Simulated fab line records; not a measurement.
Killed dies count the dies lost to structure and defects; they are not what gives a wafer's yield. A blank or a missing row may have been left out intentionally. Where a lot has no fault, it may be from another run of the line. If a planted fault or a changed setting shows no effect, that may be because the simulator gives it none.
Split-lot trial / flow n5_finfet / 7 lots, 21 wafers read, on a route of 1938 steps

== ABOUT THE SPLIT ==
At N5_BEOL_M5_ILD_DEP_00 (deposits SiCOH lowk from DEMS/porogen, target thk 140.64 nm, time 25.9 s), the setting time_s was moved away from the recipe's 25.9 s on 7 of the 21 wafers read, by -4.7% to +14.7%. For the rest of the wafers, this setting stayed at what the recipe calls for.

== BETWEEN THE SPLIT AND THE READING: the file shows 1 step in between ==
- N5_BEOL_M5_CURE_79: cures SiCOH lowk, time 240 s

== THE READING ==
M5_ILD_THK in nanometres, read at N5_BEOL_M5_THK_MEAS_01. Typical for fault-free wafers on this fab line: 121.1 nm, with standard deviation 1.6 nm.

wafer=L076.2; tool, chamber at the split=pecvd-04, 2; time_s as run, s=25.9; against the recipe=recipe; M5_ILD_THK, nm=119.0; against lot-mates on the recipe=-
wafer=L076.4; tool, chamber at the split=pecvd-04, 0; time_s as run, s=25.9; against the recipe=recipe; M5_ILD_THK, nm=121.4; against lot-mates on the recipe=-
wafer=L076.5; tool, chamber at the split=pecvd-04, 1; time_s as run, s=25.9; against the recipe=recipe; M5_ILD_THK, nm=121.3; against lot-mates on the recipe=-
wafer=L079.1; tool, chamber at the split=pecvd-03, 1,2; time_s as run, s=25.9; against the recipe=recipe; M5_ILD_THK, nm=120.8; against lot-mates on the recipe=-
wafer=L079.2; tool, chamber at the split=pecvd-03, 1,2; time_s as run, s=25.9; against the recipe=recipe; M5_ILD_THK, nm=120.6; against lot-mates on the recipe=-
wafer=L079.4; tool, chamber at the split=pecvd-03, 1; time_s as run, s=25.9; against the recipe=recipe; M5_ILD_THK, nm=122.9; against lot-mates on the recipe=-
wafer=L083.3; tool, chamber at the split=pecvd-02, 1; time_s as run, s=25.9; against the recipe=recipe; M5_ILD_THK, nm=119.8; against lot-mates on the recipe=-
wafer=L083.4; tool, chamber at the split=pecvd-02, 2; time_s as run, s=24.69; against the recipe=-4.7%; M5_ILD_THK, nm=116.5; against lot-mates on the recipe=-4.3
wafer=L083.5; tool, chamber at the split=pecvd-02, 1; time_s as run, s=25.9; against the recipe=recipe; M5_ILD_THK, nm=121.8; against lot-mates on the recipe=-
wafer=L088.1; tool, chamber at the split=pecvd-03, 1; time_s as run, s=29.68; against the recipe=+14.6%; M5_ILD_THK, nm=136.0; against lot-mates on the recipe=+13.9
wafer=L088.4; tool, chamber at the split=pecvd-03, 1; time_s as run, s=25.9; against the recipe=recipe; M5_ILD_THK, nm=122.1; against lot-mates on the recipe=-
wafer=L088.5; tool, chamber at the split=pecvd-03, 0; time_s as run, s=29.68; against the recipe=+14.6%; M5_ILD_THK, nm=138.2; against lot-mates on the recipe=+16.1
wafer=L089.1; tool, chamber at the split=pecvd-02, 0; time_s as run, s=25.9; against the recipe=recipe; M5_ILD_THK, nm=121.9; against lot-mates on the recipe=-
wafer=L089.2; tool, chamber at the split=pecvd-02, 2; time_s as run, s=28.25; against the recipe=+9.1%; M5_ILD_THK, nm=130.9; against lot-mates on the recipe=+8.6
wafer=L089.4; tool, chamber at the split=pecvd-02, 2; time_s as run, s=25.9; against the recipe=recipe; M5_ILD_THK, nm=122.7; against lot-mates on the recipe=-
wafer=L090.1; tool, chamber at the split=pecvd-03, 0; time_s as run, s=25.9; against the recipe=recipe; M5_ILD_THK, nm=121.3; against lot-mates on the recipe=-
wafer=L090.2; tool, chamber at the split=pecvd-03, 1; time_s as run, s=28.6; against the recipe=+10.4%; M5_ILD_THK, nm=132.6; against lot-mates on the recipe=+11.3
wafer=L090.5; tool, chamber at the split=pecvd-03, 2; time_s as run, s=28.6; against the recipe=+10.4%; M5_ILD_THK, nm=135.7; against lot-mates on the recipe=+14.4
wafer=L092.1; tool, chamber at the split=pecvd-03, 1; time_s as run, s=25.9; against the recipe=recipe; M5_ILD_THK, nm=116.5; against lot-mates on the recipe=-
wafer=L092.3; tool, chamber at the split=pecvd-03, 2; time_s as run, s=29.71; against the recipe=+14.7%; M5_ILD_THK, nm=135.8; against lot-mates on the recipe=+17.0
wafer=L092.4; tool, chamber at the split=pecvd-03, 2; time_s as run, s=25.9; against the recipe=recipe; M5_ILD_THK, nm=121.2; against lot-mates on the recipe=-
If several chambers appear in one row, that row covers several wafers at once and the file leaves open which wafer was in which chamber.

THE FIT
A straight line over all 21 wafers: M5_ILD_THK changes by +1.11 nm for each +1% of time_s; r = +0.97; the points scatter about the line by 1.6 nm.
The same after taking each lot's own level away (the mean of its wafers on the recipe; 21 wafers): +1.09 nm for each +1%; r = +0.98; scatter 1.4 nm.
Per that fit: largest time_s move, reading shift of 16 nm.
The lots' own levels span 118.85 to 122.30 nm, that is 2.2 times the standard deviation above.
Consequently the slope shifts little with the lot-to-lot level, the two slopes agreeing.
Check: for one of the wafers moved furthest among these (+14.7%), held out of the fit, the line's prediction against its lot-mates is +15.8 nm. It came out at +17 nm against them.

== THE OTHER SPLITS THESE WAFERS WENT THROUGH ==
Note: prior to the reading, these wafers also went through further splits. Each is held against what the fit with the lots' levels taken away leaves over:
other split on the same wafers=N5_BEOL_M3_EXPOSE_08 dose_mj; wafers away from the commonest value=6; r with M5_ILD_THK (lot level and that fit taken away)=-0.10
other split on the same wafers=N5_BEOL_M4_ETCH_64 time_s; wafers away from the commonest value=3; r with M5_ILD_THK (lot level and that fit taken away)=-0.05
other split on the same wafers=N5_BEOL_M4_COAT_67 spin_rpm; wafers away from the commonest value=7; r with M5_ILD_THK (lot level and that fit taken away)=-0.23

== THE WHOLE CHAIN: every reading that the file lists as answering this split, in the file's order ==
step=N5_BEOL_M5_ILD_DEP_00; what it does=deposits SiCOH lowk from DEMS/porogen, target thk 140.64 nm, time 25.9 s; reading=SiCOH_lowk_of_BEOL_M5_ILD_DEP_00.thk_nm (the simulator's own value, which no gauge read); change (the file's fit)=+1.26 nm for each +1% of the setting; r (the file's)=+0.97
step=N5_BEOL_M5_CURE_79; what it does=cures SiCOH lowk, time 240 s; reading=SiCOH_lowk_of_BEOL_M5_ILD_DEP_00.thk_nm (the simulator's own value, which no gauge read); change (the file's fit)=+1.09 nm for each +1% of the setting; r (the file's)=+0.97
step=N5_BEOL_M5_THK_MEAS_01; what it does=; reading=M5_ILD_THK; change (the file's fit)=+1.09 for each +1% of the setting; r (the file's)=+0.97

== THE FILE'S OWN FIT ==
M5_ILD_THK changes by +1.09 nm for each +1% of time_s, r = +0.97.
